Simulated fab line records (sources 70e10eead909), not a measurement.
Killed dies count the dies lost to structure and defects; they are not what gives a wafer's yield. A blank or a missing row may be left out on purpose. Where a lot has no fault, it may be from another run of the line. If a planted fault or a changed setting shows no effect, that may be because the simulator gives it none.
What tool caused it? ; flow nand harc ; 6 lots with 18 wafers sampled at 3 steps, on a route of 1302 steps

WHAT THE GAUGES SHOWED, per wafer
NHARC_P_M0_CD_MEAS_09: target cd 90 nm.
lot;measured;on;cd nm (nm)
L107;day 7 11:47;cd sem-03;89.2 89.2 89.4
L109;day 8 16:07;cd sem-01;89.7 89.6 90.0
L117;day 12 01:08;cd sem-02;89.6 89.6 89.7
L122;day 13 20:40;cd sem-02;96.7 96.1 96.0
L124;day 14 16:11;cd sem-01;89.3 89.3 89.8
L126;day 15 14:54;cd sem-02;89.9 89.9 89.5

TOOL THAT RAN EACH LOT (tool first, then ch and the chambers of the sampled wafers, then the start)
lot;NHARC_P_CONTACT_CMP_24;NHARC_P_M0_PEB_07
L107;cmp-01 ch 1,2,3, day 7 10:31;litho track-06 ch 0, day 7 11:41
L109;cmp-03 ch 1,2, day 8 14:49;litho track-01 ch 0, day 8 16:02
L117;cmp-04 ch 0,1,3, day 11 23:58;litho track-06 ch 0, day 12 01:04
L122;cmp-03 ch 1,2, day 13 19:29;litho track-06 ch 0, day 13 20:35
L124;cmp-01 ch 0,1,3, day 14 15:01;litho track-04 ch 0, day 14 16:06
L126;cmp-01 ch 0,1,2, day 15 13:38;litho track-04 ch 0, day 15 14:50
- NHARC_P_CONTACT_CMP_24: polishes, t overpolish 30 s, target thk 200 nm.
- NHARC_P_M0_PEB_07: peb time 65 s.

THE ANSWER, worked out from the rows above alone
Rule: what is usual is taken from the lots themselves. The widest of any qualifying gaps counts: lots, ordered by their means at a reading, are off when they make up no more than a third of the lots, leave a main group of 4 or more, and stand apart from it by 3 or more times the standard deviation of that group's means. Not used: any main group whose means are identical at the precision the tables above print for the reading. A lot without any number at a reading at which 4 lots or more have one is off too. Any other lot the step has rows for is counted as sound.
Off, at NHARC_P_M0_CD_MEAS_09 on cd nm: L122. The main group: mean 89.6 nm, standard deviation 0.19.
If a tool, at a process step before that reading, ran all the lots that are off and no sound lot after the first of them, it fits. Gauges at NHARC_P_M0_CD_MEAS_09: tried the same way as those tools. 2 tools fit, cmp-03 at NHARC_P_CONTACT_CMP_24 and litho track-06 at NHARC_P_M0_PEB_07, so this cannot tell which one it is.

WHAT HAD BEEN PUT IN BY THE SIMULATOR
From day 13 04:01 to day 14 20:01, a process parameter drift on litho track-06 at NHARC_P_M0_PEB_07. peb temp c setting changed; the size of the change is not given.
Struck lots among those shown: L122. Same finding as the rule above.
